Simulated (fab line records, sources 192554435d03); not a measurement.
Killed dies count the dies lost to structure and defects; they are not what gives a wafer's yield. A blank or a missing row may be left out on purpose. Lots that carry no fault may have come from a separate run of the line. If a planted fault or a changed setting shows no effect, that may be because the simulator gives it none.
Which tool was responsible? :: flow n5_finfet :: 24 lots, 72 wafers sampled, at 5 steps of a route of 1938

## WHAT EACH GAUGE READ, for each wafer
N5_BEOL_M3_THK_MEAS_53: measures by xrf. Usual: M3_THK gives 39.4 nm (standard deviation 1.8).
lot: L074
measured: day 7 06:41
on: film_metro-02
M3_THK (nm): 38.2 38.8 39.1
flag: 

lot: L075
measured: day 7 13:41
on: film_metro-02
M3_THK (nm): 40.0 42.2 41.7
flag: 

lot: L076
measured: day 7 15:10
on: film_metro-02
M3_THK (nm): 41.0 37.0 37.7
flag: 

lot: L077
measured: day 8 06:29
on: film_metro-01
M3_THK (nm): 40.7 39.3 39.2
flag: 

lot: L078
measured: day 8 17:26
on: film_metro-02
M3_THK (nm): 38.3 38.7 38.8
flag: 

lot: L079
measured: day 8 17:35
on: film_metro-01
M3_THK (nm): 38.1 39.3 43.5
flag: 

lot: L080
measured: day 8 19:26
on: film_metro-01
M3_THK (nm): 39.7 39.3 36.6
flag: 

lot: L081
measured: day 9 03:58
on: film_metro-02
M3_THK (nm): 39.4 37.7 39.8
flag: 

lot: L082
measured: day 9 04:01
on: film_metro-01
M3_THK (nm): 39.6 38.4 40.7
flag: 

lot: L083
measured: day 9 07:31
on: film_metro-01
M3_THK (nm): 38.5 39.1 36.3
flag: 

lot: L084
measured: day 9 19:08
on: film_metro-01
M3_THK (nm): 38.5 38.5 39.2
flag: 

lot: L086
measured: day 10 14:53
on: film_metro-02
M3_THK (nm): 37.7 38.3 38.6
flag: 

lot: L085
measured: day 10 16:24
on: film_metro-01
M3_THK (nm): 40.0 37.7 39.4
flag: 

lot: L087
measured: day 10 18:37
on: film_metro-02
M3_THK (nm): 38.8 40.3 40.4
flag: 

lot: L088
measured: day 10 20:38
on: film_metro-02
M3_THK (nm): 40.4 40.0 40.4
flag: 

lot: L089
measured: day 11 01:21
on: film_metro-01
M3_THK (nm): 37.3 37.2 40.1
flag: 

lot: L090
measured: day 11 04:20
on: film_metro-02
M3_THK (nm): 36.5 38.1 38.8
flag: 

lot: L091
measured: day 11 08:38
on: film_metro-01
M3_THK (nm): 39.8 43.1 42.1
flag: 

lot: L092
measured: day 11 20:14
on: film_metro-02
M3_THK (nm): 40.8 41.3 42.9
flag: 

lot: L093
measured: day 12 09:22
on: film_metro-02
M3_THK (nm): 35.0 39.1 39.3
flag: 

lot: L094
measured: day 12 13:07
on: film_metro-02
M3_THK (nm): 36.4 37.5 39.3
flag: 

lot: L095
measured: day 12 19:33
on: film_metro-02
M3_THK (nm): 37.9 42.2 41.6
flag: 

lot: L096
measured: day 12 21:38
on: film_metro-01
M3_THK (nm): 42.8 41.9 43.8
flag: 

lot: L097
measured: day 13 00:58
on: film_metro-01
M3_THK (nm): 41.2 40.3 42.8
flag: 

## WHICH TOOL RAN EACH LOT (tool, then ch and the chambers of the sampled wafers, then the start)
lot: L074
N5_BEOL_M3_SPUTTER_81: pvd_sputter-01, day 7 04:35
N5_BEOL_M3_ANNEAL_82: pvd_sputter-01, day 7 04:40
N5_BEOL_M3_SPUTTER_92: pvd_sputter-01, day 7 05:28
N5_BEOL_M3_ANNEAL_95: pvd_sputter-01, day 7 05:46

lot: L075
N5_BEOL_M3_SPUTTER_81: pvd_sputter-01, day 7 11:33
N5_BEOL_M3_ANNEAL_82: pvd_sputter-01, day 7 11:38
N5_BEOL_M3_SPUTTER_92: pvd_sputter-01, day 7 12:26
N5_BEOL_M3_ANNEAL_95: pvd_sputter-01, day 7 12:44

lot: L076
N5_BEOL_M3_SPUTTER_81: pvd_sputter-02, day 7 13:04
N5_BEOL_M3_ANNEAL_82: pvd_sputter-02, day 7 13:08
N5_BEOL_M3_SPUTTER_92: pvd_sputter-02, day 7 13:56
N5_BEOL_M3_ANNEAL_95: pvd_sputter-02, day 7 14:14

lot: L077
N5_BEOL_M3_SPUTTER_81: pvd_sputter-03, day 8 04:23
N5_BEOL_M3_ANNEAL_82: pvd_sputter-03, day 8 04:28
N5_BEOL_M3_SPUTTER_92: pvd_sputter-03, day 8 05:16
N5_BEOL_M3_ANNEAL_95: pvd_sputter-03, day 8 05:34

lot: L078
N5_BEOL_M3_SPUTTER_81: pvd_sputter-03, day 8 15:20
N5_BEOL_M3_ANNEAL_82: pvd_sputter-03, day 8 15:25
N5_BEOL_M3_SPUTTER_92: pvd_sputter-03, day 8 16:13
N5_BEOL_M3_ANNEAL_95: pvd_sputter-03, day 8 16:31

lot: L079
N5_BEOL_M3_SPUTTER_81: pvd_sputter-02, day 8 15:29
N5_BEOL_M3_ANNEAL_82: pvd_sputter-02, day 8 15:34
N5_BEOL_M3_SPUTTER_92: pvd_sputter-02, day 8 16:22
N5_BEOL_M3_ANNEAL_95: pvd_sputter-02, day 8 16:40

lot: L080
N5_BEOL_M3_SPUTTER_81: pvd_sputter-02, day 8 17:20
N5_BEOL_M3_ANNEAL_82: pvd_sputter-02, day 8 17:25
N5_BEOL_M3_SPUTTER_92: pvd_sputter-02, day 8 18:13
N5_BEOL_M3_ANNEAL_95: pvd_sputter-02, day 8 18:31

lot: L081
N5_BEOL_M3_SPUTTER_81: pvd_sputter-03, day 9 01:52
N5_BEOL_M3_ANNEAL_82: pvd_sputter-03, day 9 01:57
N5_BEOL_M3_SPUTTER_92: pvd_sputter-03, day 9 02:45
N5_BEOL_M3_ANNEAL_95: pvd_sputter-03, day 9 03:03

lot: L082
N5_BEOL_M3_SPUTTER_81: pvd_sputter-01, day 9 01:54
N5_BEOL_M3_ANNEAL_82: pvd_sputter-01, day 9 01:59
N5_BEOL_M3_SPUTTER_92: pvd_sputter-01, day 9 02:47
N5_BEOL_M3_ANNEAL_95: pvd_sputter-01, day 9 03:05

lot: L083
N5_BEOL_M3_SPUTTER_81: pvd_sputter-01, day 9 05:23
N5_BEOL_M3_ANNEAL_82: pvd_sputter-01, day 9 05:28
N5_BEOL_M3_SPUTTER_92: pvd_sputter-01, day 9 06:16
N5_BEOL_M3_ANNEAL_95: pvd_sputter-01, day 9 06:34

lot: L084
N5_BEOL_M3_SPUTTER_81: pvd_sputter-03, day 9 17:02
N5_BEOL_M3_ANNEAL_82: pvd_sputter-03, day 9 17:07
N5_BEOL_M3_SPUTTER_92: pvd_sputter-03, day 9 17:55
N5_BEOL_M3_ANNEAL_95: pvd_sputter-03, day 9 18:13

lot: L086
N5_BEOL_M3_SPUTTER_81: pvd_sputter-01, day 10 12:47
N5_BEOL_M3_ANNEAL_82: pvd_sputter-01, day 10 12:52
N5_BEOL_M3_SPUTTER_92: pvd_sputter-01, day 10 13:40
N5_BEOL_M3_ANNEAL_95: pvd_sputter-01, day 10 13:58

lot: L085
N5_BEOL_M3_SPUTTER_81: pvd_sputter-02, day 10 14:07
N5_BEOL_M3_ANNEAL_82: pvd_sputter-02, day 10 14:11
N5_BEOL_M3_SPUTTER_92: pvd_sputter-02, day 10 14:59
N5_BEOL_M3_ANNEAL_95: pvd_sputter-02, day 10 15:17

lot: L087
N5_BEOL_M3_SPUTTER_81: pvd_sputter-03, day 10 16:15
N5_BEOL_M3_ANNEAL_82: pvd_sputter-03, day 10 16:20
N5_BEOL_M3_SPUTTER_92: pvd_sputter-03, day 10 17:08
N5_BEOL_M3_ANNEAL_95: pvd_sputter-03, day 10 17:26

lot: L088
N5_BEOL_M3_SPUTTER_81: pvd_sputter-02, day 10 18:25
N5_BEOL_M3_ANNEAL_82: pvd_sputter-02, day 10 18:29
N5_BEOL_M3_SPUTTER_92: pvd_sputter-02, day 10 19:17
N5_BEOL_M3_ANNEAL_95: pvd_sputter-02, day 10 19:35

lot: L089
N5_BEOL_M3_SPUTTER_81: pvd_sputter-03, day 10 23:11
N5_BEOL_M3_ANNEAL_82: pvd_sputter-03, day 10 23:16
N5_BEOL_M3_SPUTTER_92: pvd_sputter-03, day 11 00:04
N5_BEOL_M3_ANNEAL_95: pvd_sputter-03, day 11 00:22

lot: L090
N5_BEOL_M3_SPUTTER_81: pvd_sputter-03, day 11 02:13
N5_BEOL_M3_ANNEAL_82: pvd_sputter-03, day 11 02:18
N5_BEOL_M3_SPUTTER_92: pvd_sputter-03, day 11 03:06
N5_BEOL_M3_ANNEAL_95: pvd_sputter-03, day 11 03:24

lot: L091
N5_BEOL_M3_SPUTTER_81: pvd_sputter-01, day 11 06:31
N5_BEOL_M3_ANNEAL_82: pvd_sputter-01, day 11 06:36
N5_BEOL_M3_SPUTTER_92: pvd_sputter-01, day 11 07:24
N5_BEOL_M3_ANNEAL_95: pvd_sputter-01, day 11 07:42

lot: L092
N5_BEOL_M3_SPUTTER_81: pvd_sputter-01, day 11 18:08
N5_BEOL_M3_ANNEAL_82: pvd_sputter-01, day 11 18:13
N5_BEOL_M3_SPUTTER_92: pvd_sputter-01, day 11 19:01
N5_BEOL_M3_ANNEAL_95: pvd_sputter-01, day 11 19:19

lot: L093
N5_BEOL_M3_SPUTTER_81: pvd_sputter-01, day 12 07:16
N5_BEOL_M3_ANNEAL_82: pvd_sputter-01, day 12 07:21
N5_BEOL_M3_SPUTTER_92: pvd_sputter-01, day 12 08:09
N5_BEOL_M3_ANNEAL_95: pvd_sputter-01, day 12 08:27

lot: L094
N5_BEOL_M3_SPUTTER_81: pvd_sputter-01, day 12 10:59
N5_BEOL_M3_ANNEAL_82: pvd_sputter-01, day 12 11:04
N5_BEOL_M3_SPUTTER_92: pvd_sputter-01, day 12 11:52
N5_BEOL_M3_ANNEAL_95: pvd_sputter-01, day 12 12:10

lot: L095
N5_BEOL_M3_SPUTTER_81: pvd_sputter-02, day 12 17:26
N5_BEOL_M3_ANNEAL_82: pvd_sputter-02, day 12 17:31
N5_BEOL_M3_SPUTTER_92: pvd_sputter-02, day 12 18:19
N5_BEOL_M3_ANNEAL_95: pvd_sputter-02, day 12 18:37

lot: L096
N5_BEOL_M3_SPUTTER_81: pvd_sputter-03, day 12 19:10
N5_BEOL_M3_ANNEAL_82: pvd_sputter-03, day 12 19:14
N5_BEOL_M3_SPUTTER_92: pvd_sputter-03, day 12 20:02
N5_BEOL_M3_ANNEAL_95: pvd_sputter-03, day 12 20:20

lot: L097
N5_BEOL_M3_SPUTTER_81: pvd_sputter-03, day 12 22:52
N5_BEOL_M3_ANNEAL_82: pvd_sputter-03, day 12 22:56
N5_BEOL_M3_SPUTTER_92: pvd_sputter-03, day 12 23:44
N5_BEOL_M3_ANNEAL_95: pvd_sputter-03, day 13 00:02
- N5_BEOL_M3_SPUTTER_81: material Cu, target thk 4.5 nm, time 8.29 s.
- N5_BEOL_M3_ANNEAL_82: time 240 s.
- N5_BEOL_M3_SPUTTER_92: material Cu, target thk 4.5 nm, time 8.29 s.
- N5_BEOL_M3_ANNEAL_95: time 240 s.

## WHAT THE TOOLS THEMSELVES READ (means of the sampled wafers that have a number; where no wafer has one, the mark that the record gives instead)
N5_BEOL_M3_SPUTTER_81. Usual: chuck_gas_flow_sccm 1.27 sccm, standard deviation 0.048; substrate_temp_c -20.00 C, standard deviation 0.1; susceptor_temp_C -20.00 C, standard deviation 0.11; throttle_valve_pct 29.7 %, standard deviation 0.89.
lot: L074
tool: pvd_sputter-01
chuck_gas_flow_sccm (sccm): 1.31
substrate_temp_c (C): -20.03
susceptor_temp_C (C): -20.02
throttle_valve_pct (%): 29.1
flag: 

lot: L075
tool: pvd_sputter-01
chuck_gas_flow_sccm (sccm): 1.27
substrate_temp_c (C): -20.01
susceptor_temp_C (C): -19.95
throttle_valve_pct (%): 29.8
flag: 

lot: L076
tool: pvd_sputter-02
chuck_gas_flow_sccm (sccm): 1.30
substrate_temp_c (C): -19.97
susceptor_temp_C (C): -20.03
throttle_valve_pct (%): 30.4
flag: 

lot: L077
tool: pvd_sputter-03
chuck_gas_flow_sccm (sccm): 1.25
substrate_temp_c (C): -20.04
susceptor_temp_C (C): -20.00
throttle_valve_pct (%): 29.9
flag: 

lot: L078
tool: pvd_sputter-03
chuck_gas_flow_sccm (sccm): 1.28
substrate_temp_c (C): -20.02
susceptor_temp_C (C): -20.00
throttle_valve_pct (%): 29.8
flag: 

lot: L079
tool: pvd_sputter-02
chuck_gas_flow_sccm (sccm): 1.29
substrate_temp_c (C): -19.87
susceptor_temp_C (C): -20.11
throttle_valve_pct (%): 30.4
flag: 

lot: L080
tool: pvd_sputter-02
chuck_gas_flow_sccm (sccm): 1.27
substrate_temp_c (C): -19.96
susceptor_temp_C (C): -20.00
throttle_valve_pct (%): 30.6
flag: 

lot: L081
tool: pvd_sputter-03
chuck_gas_flow_sccm (sccm): 1.30
substrate_temp_c (C): -20.00
susceptor_temp_C (C): -19.96
throttle_valve_pct (%): 29.8
flag: 

lot: L082
tool: pvd_sputter-01
chuck_gas_flow_sccm (sccm): 1.30
substrate_temp_c (C): -20.00
susceptor_temp_C (C): -19.84
throttle_valve_pct (%): 29.8
flag: 

lot: L083
tool: pvd_sputter-01
chuck_gas_flow_sccm (sccm): 1.25
substrate_temp_c (C): -19.91
susceptor_temp_C (C): -19.96
throttle_valve_pct (%): 29.9
flag: 

lot: L084
tool: pvd_sputter-03
chuck_gas_flow_sccm (sccm): 1.29
substrate_temp_c (C): -20.06
susceptor_temp_C (C): -20.04
throttle_valve_pct (%): 29.8
flag: 

lot: L086
tool: pvd_sputter-01
chuck_gas_flow_sccm (sccm): 1.29
substrate_temp_c (C): -19.99
susceptor_temp_C (C): -20.13
throttle_valve_pct (%): 29.2
flag: 

lot: L085
tool: pvd_sputter-02
chuck_gas_flow_sccm (sccm): 1.27
substrate_temp_c (C): -19.94
susceptor_temp_C (C): -19.92
throttle_valve_pct (%): 30.0
flag: 

lot: L087
tool: pvd_sputter-03
chuck_gas_flow_sccm (sccm): 1.22
substrate_temp_c (C): -19.89
susceptor_temp_C (C): -20.06
throttle_valve_pct (%): 29.9
flag: 

lot: L088
tool: pvd_sputter-02
chuck_gas_flow_sccm (sccm): 1.31
substrate_temp_c (C): -19.95
susceptor_temp_C (C): -19.94
throttle_valve_pct (%): 29.7
flag: 

lot: L089
tool: pvd_sputter-03
chuck_gas_flow_sccm (sccm): 1.25
substrate_temp_c (C): -19.92
susceptor_temp_C (C): -19.97
throttle_valve_pct (%): 28.8
flag: 

lot: L090
tool: pvd_sputter-03
chuck_gas_flow_sccm (sccm): 1.29
substrate_temp_c (C): -19.96
susceptor_temp_C (C): -20.01
throttle_valve_pct (%): 30.6
flag: 

lot: L091
tool: pvd_sputter-01
chuck_gas_flow_sccm (sccm): 1.28
substrate_temp_c (C): -20.01
susceptor_temp_C (C): -20.00
throttle_valve_pct (%): 29.3
flag: 

lot: L092
tool: pvd_sputter-01
chuck_gas_flow_sccm (sccm): 1.26
substrate_temp_c (C): -19.92
susceptor_temp_C (C): -20.13
throttle_valve_pct (%): 29.9
flag: 

lot: L093
tool: pvd_sputter-01
chuck_gas_flow_sccm (sccm): 1.27
substrate_temp_c (C): -19.98
susceptor_temp_C (C): -20.03
throttle_valve_pct (%): 29.1
flag: 

lot: L094
tool: pvd_sputter-01
chuck_gas_flow_sccm (sccm): 1.27
substrate_temp_c (C): -20.04
susceptor_temp_C (C): -20.04
throttle_valve_pct (%): 29.5
flag: 

lot: L095
tool: pvd_sputter-02
chuck_gas_flow_sccm (sccm): 1.19
substrate_temp_c (C): -20.03
susceptor_temp_C (C): -20.07
throttle_valve_pct (%): 30.7
flag: 

lot: L096
tool: pvd_sputter-03
chuck_gas_flow_sccm (sccm): 1.31
substrate_temp_c (C): -20.01
susceptor_temp_C (C): -20.03
throttle_valve_pct (%): 29.9
flag: 

lot: L097
tool: pvd_sputter-03
chuck_gas_flow_sccm (sccm): 1.28
substrate_temp_c (C): -20.02
susceptor_temp_C (C): -20.01
throttle_valve_pct (%): 29.1
flag: 

N5_BEOL_M3_ANNEAL_82. Usual: heater_power_w 814 W, standard deviation 65; susceptor_temp_C 399.99 C, standard deviation 0.24.
lot: L074
tool: pvd_sputter-01
heater_power_w (W): 805
susceptor_temp_C (C): 400.14
flag: 

lot: L075
tool: pvd_sputter-01
heater_power_w (W): 812
susceptor_temp_C (C): 400.15
flag: 

lot: L076
tool: pvd_sputter-02
heater_power_w (W): 893
susceptor_temp_C (C): 400.13
flag: 

lot: L077
tool: pvd_sputter-03
heater_power_w (W): 771
susceptor_temp_C (C): 399.87
flag: 

lot: L078
tool: pvd_sputter-03
heater_power_w (W): 761
susceptor_temp_C (C): 399.83
flag: 

lot: L079
tool: pvd_sputter-02
heater_power_w (W): 897
susceptor_temp_C (C): 399.82
flag: 

lot: L080
tool: pvd_sputter-02
heater_power_w (W): 896
susceptor_temp_C (C): 400.02
flag: 

lot: L081
tool: pvd_sputter-03
heater_power_w (W): 774
susceptor_temp_C (C): 399.92
flag: 

lot: L082
tool: pvd_sputter-01
heater_power_w (W): 871
susceptor_temp_C (C): 399.95
flag: 

lot: L083
tool: pvd_sputter-01
heater_power_w (W): 805
susceptor_temp_C (C): 400.17
flag: 

lot: L084
tool: pvd_sputter-03
heater_power_w (W): 792
susceptor_temp_C (C): 399.97
flag: 

lot: L086
tool: pvd_sputter-01
heater_power_w (W): 839
susceptor_temp_C (C): 399.90
flag: 

lot: L085
tool: pvd_sputter-02
heater_power_w (W): 857
susceptor_temp_C (C): 400.07
flag: 

lot: L087
tool: pvd_sputter-03
heater_power_w (W): 764
susceptor_temp_C (C): 400.20
flag: 

lot: L088
tool: pvd_sputter-02
heater_power_w (W): 866
susceptor_temp_C (C): 399.80
flag: 

lot: L089
tool: pvd_sputter-03
heater_power_w (W): 780
susceptor_temp_C (C): 399.80
flag: 

lot: L090
tool: pvd_sputter-03
heater_power_w (W): 826
susceptor_temp_C (C): 400.15
flag: 

lot: L091
tool: pvd_sputter-01
heater_power_w (W): 832
susceptor_temp_C (C): 399.93
flag: 

lot: L092
tool: pvd_sputter-01
heater_power_w (W): 858
susceptor_temp_C (C): 399.89
flag: 

lot: L093
tool: pvd_sputter-01
heater_power_w (W): 800
susceptor_temp_C (C): 400.00
flag: 

lot: L094
tool: pvd_sputter-01
heater_power_w (W): 819
susceptor_temp_C (C): 400.03
flag: 

lot: L095
tool: pvd_sputter-02
heater_power_w (W): 897
susceptor_temp_C (C): 400.10
flag: 

lot: L096
tool: pvd_sputter-03
heater_power_w (W): 756
susceptor_temp_C (C): 399.83
flag: 

lot: L097
tool: pvd_sputter-03
heater_power_w (W): 749
susceptor_temp_C (C): 400.04
flag: 

N5_BEOL_M3_SPUTTER_92. Usual: chuck_gas_flow_sccm 1.26 sccm, standard deviation 0.053; substrate_temp_c -20.00 C, standard deviation 0.1; susceptor_temp_C -19.99 C, standard deviation 0.09; throttle_valve_pct 29.6 %, standard deviation 0.93.
lot: L074
tool: pvd_sputter-01
chuck_gas_flow_sccm (sccm): 1.26
substrate_temp_c (C): -20.01
susceptor_temp_C (C): -20.04
throttle_valve_pct (%): 29.1
flag: 

lot: L075
tool: pvd_sputter-01
chuck_gas_flow_sccm (sccm): 1.23
substrate_temp_c (C): -20.15
susceptor_temp_C (C): -20.03
throttle_valve_pct (%): 29.8
flag: 

lot: L076
tool: pvd_sputter-02
chuck_gas_flow_sccm (sccm): 1.21
substrate_temp_c (C): -19.97
susceptor_temp_C (C): -20.03
throttle_valve_pct (%): 30.4
flag: 

lot: L077
tool: pvd_sputter-03
chuck_gas_flow_sccm (sccm): 1.27
substrate_temp_c (C): -19.98
susceptor_temp_C (C): -19.95
throttle_valve_pct (%): 30.0
flag: 

lot: L078
tool: pvd_sputter-03
chuck_gas_flow_sccm (sccm): 1.28
substrate_temp_c (C): -20.10
susceptor_temp_C (C): -19.88
throttle_valve_pct (%): 30.0
flag: 

lot: L079
tool: pvd_sputter-02
chuck_gas_flow_sccm (sccm): 1.30
substrate_temp_c (C): -19.94
susceptor_temp_C (C): -19.99
throttle_valve_pct (%): 30.3
flag: 

lot: L080
tool: pvd_sputter-02
chuck_gas_flow_sccm (sccm): 1.26
substrate_temp_c (C): -19.94
susceptor_temp_C (C): -19.93
throttle_valve_pct (%): 30.7
flag: 

lot: L081
tool: pvd_sputter-03
chuck_gas_flow_sccm (sccm): 1.27
substrate_temp_c (C): -19.96
susceptor_temp_C (C): -20.04
throttle_valve_pct (%): 30.0
flag: 

lot: L082
tool: pvd_sputter-01
chuck_gas_flow_sccm (sccm): 1.28
substrate_temp_c (C): -19.91
susceptor_temp_C (C): -20.02
throttle_valve_pct (%): 29.8
flag: 

lot: L083
tool: pvd_sputter-01
chuck_gas_flow_sccm (sccm): 1.25
substrate_temp_c (C): -19.92
susceptor_temp_C (C): -20.02
throttle_valve_pct (%): 29.7
flag: 

lot: L084
tool: pvd_sputter-03
chuck_gas_flow_sccm (sccm): 1.25
substrate_temp_c (C): -19.94
susceptor_temp_C (C): -19.99
throttle_valve_pct (%): 29.7
flag: 

lot: L086
tool: pvd_sputter-01
chuck_gas_flow_sccm (sccm): 1.31
substrate_temp_c (C): -20.06
susceptor_temp_C (C): -19.93
throttle_valve_pct (%): 29.2
flag: 

lot: L085
tool: pvd_sputter-02
chuck_gas_flow_sccm (sccm): 1.30
substrate_temp_c (C): -20.05
susceptor_temp_C (C): -19.97
throttle_valve_pct (%): 29.7
flag: 

lot: L087
tool: pvd_sputter-03
chuck_gas_flow_sccm (sccm): 1.26
substrate_temp_c (C): -20.13
susceptor_temp_C (C): -20.01
throttle_valve_pct (%): 29.9
flag: 

lot: L088
tool: pvd_sputter-02
chuck_gas_flow_sccm (sccm): 1.31
substrate_temp_c (C): -20.04
susceptor_temp_C (C): -20.03
throttle_valve_pct (%): 29.8
flag: 

lot: L089
tool: pvd_sputter-03
chuck_gas_flow_sccm (sccm): 1.19
substrate_temp_c (C): -20.02
susceptor_temp_C (C): -19.89
throttle_valve_pct (%): 29.1
flag: 

lot: L090
tool: pvd_sputter-03
chuck_gas_flow_sccm (sccm): 1.29
substrate_temp_c (C): -20.01
susceptor_temp_C (C): -19.96
throttle_valve_pct (%): 30.4
flag: 

lot: L091
tool: pvd_sputter-01
chuck_gas_flow_sccm (sccm): 1.26
substrate_temp_c (C): -19.97
susceptor_temp_C (C): -20.02
throttle_valve_pct (%): 29.2
flag: 

lot: L092
tool: pvd_sputter-01
chuck_gas_flow_sccm (sccm): 1.26
substrate_temp_c (C): -20.00
susceptor_temp_C (C): -20.07
throttle_valve_pct (%): 29.9
flag: 

lot: L093
tool: pvd_sputter-01
chuck_gas_flow_sccm (sccm): 1.33
substrate_temp_c (C): -20.06
susceptor_temp_C (C): -19.95
throttle_valve_pct (%): 29.1
flag: 

lot: L094
tool: pvd_sputter-01
chuck_gas_flow_sccm (sccm): 1.23
substrate_temp_c (C): -19.94
susceptor_temp_C (C): -19.97
throttle_valve_pct (%): 29.7
flag: 

lot: L095
tool: pvd_sputter-02
chuck_gas_flow_sccm (sccm): 1.26
substrate_temp_c (C): -19.93
susceptor_temp_C (C): -19.84
throttle_valve_pct (%): 30.5
flag: 

lot: L096
tool: pvd_sputter-03
chuck_gas_flow_sccm (sccm): 1.25
substrate_temp_c (C): -19.95
susceptor_temp_C (C): -20.02
throttle_valve_pct (%): 29.9
flag: 

lot: L097
tool: pvd_sputter-03
chuck_gas_flow_sccm (sccm): 1.25
substrate_temp_c (C): -20.00
susceptor_temp_C (C): -20.05
throttle_valve_pct (%): 28.9
flag: 

N5_BEOL_M3_ANNEAL_95. Usual: heater_power_w 813 W, standard deviation 65; susceptor_temp_C 400.00 C, standard deviation 0.23.
lot: L074
tool: pvd_sputter-01
heater_power_w (W): 804
susceptor_temp_C (C): 400.19
flag: 

lot: L075
tool: pvd_sputter-01
heater_power_w (W): 796
susceptor_temp_C (C): 400.14
flag: 

lot: L076
tool: pvd_sputter-02
heater_power_w (W): 901
susceptor_temp_C (C): 399.83
flag: 

lot: L077
tool: pvd_sputter-03
heater_power_w (W): 773
susceptor_temp_C (C): 400.06
flag: 

lot: L078
tool: pvd_sputter-03
heater_power_w (W): 769
susceptor_temp_C (C): 400.15
flag: 

lot: L079
tool: pvd_sputter-02
heater_power_w (W): 898
susceptor_temp_C (C): 400.14
flag: 

lot: L080
tool: pvd_sputter-02
heater_power_w (W): 892
susceptor_temp_C (C): 399.86
flag: 

lot: L081
tool: pvd_sputter-03
heater_power_w (W): 776
susceptor_temp_C (C): 400.05
flag: 

lot: L082
tool: pvd_sputter-01
heater_power_w (W): 865
susceptor_temp_C (C): 400.07
flag: 

lot: L083
tool: pvd_sputter-01
heater_power_w (W): 823
susceptor_temp_C (C): 400.11
flag: 

lot: L084
tool: pvd_sputter-03
heater_power_w (W): 799
susceptor_temp_C (C): 400.07
flag: 

lot: L086
tool: pvd_sputter-01
heater_power_w (W): 855
susceptor_temp_C (C): 400.05
flag: 

lot: L085
tool: pvd_sputter-02
heater_power_w (W): 867
susceptor_temp_C (C): 400.15
flag: 

lot: L087
tool: pvd_sputter-03
heater_power_w (W): 766
susceptor_temp_C (C): 399.97
flag: 

lot: L088
tool: pvd_sputter-02
heater_power_w (W): 851
susceptor_temp_C (C): 399.75
flag: 

lot: L089
tool: pvd_sputter-03
heater_power_w (W): 773
susceptor_temp_C (C): 400.05
flag: 

lot: L090
tool: pvd_sputter-03
heater_power_w (W): 811
susceptor_temp_C (C): 399.89
flag: 

lot: L091
tool: pvd_sputter-01
heater_power_w (W): 825
susceptor_temp_C (C): 399.83
flag: 

lot: L092
tool: pvd_sputter-01
heater_power_w (W): 850
susceptor_temp_C (C): 399.75
flag: 

lot: L093
tool: pvd_sputter-01
heater_power_w (W): 796
susceptor_temp_C (C): 400.00
flag: 

lot: L094
tool: pvd_sputter-01
heater_power_w (W): 806
susceptor_temp_C (C): 400.20
flag: 

lot: L095
tool: pvd_sputter-02
heater_power_w (W): 893
susceptor_temp_C (C): 399.92
flag: 

lot: L096
tool: pvd_sputter-03
heater_power_w (W): 758
susceptor_temp_C (C): 400.08
flag: 

lot: L097
tool: pvd_sputter-03
heater_power_w (W): 756
susceptor_temp_C (C): 400.14
flag: 

## THE ANSWER, worked out from the rows above alone
Rule: a lot counts as off when the mean over its wafers that have a number is more than 3 standard deviations away from the usual mean. Also off: a lot with no number at a reading for which 4 or more lots have one. All remaining lots with rows at the step are treated as sound. The gauges are gone through in route order, then the tools' own readings, and for those a lot's mean is taken as printed above. At the first step where some lot is off, the reading lying furthest off is the one used; lots without a number count as furthest.
None of the lots is off at any reading shown; this tells nothing.

## WHAT THE SIMULATOR HAD INSERTED
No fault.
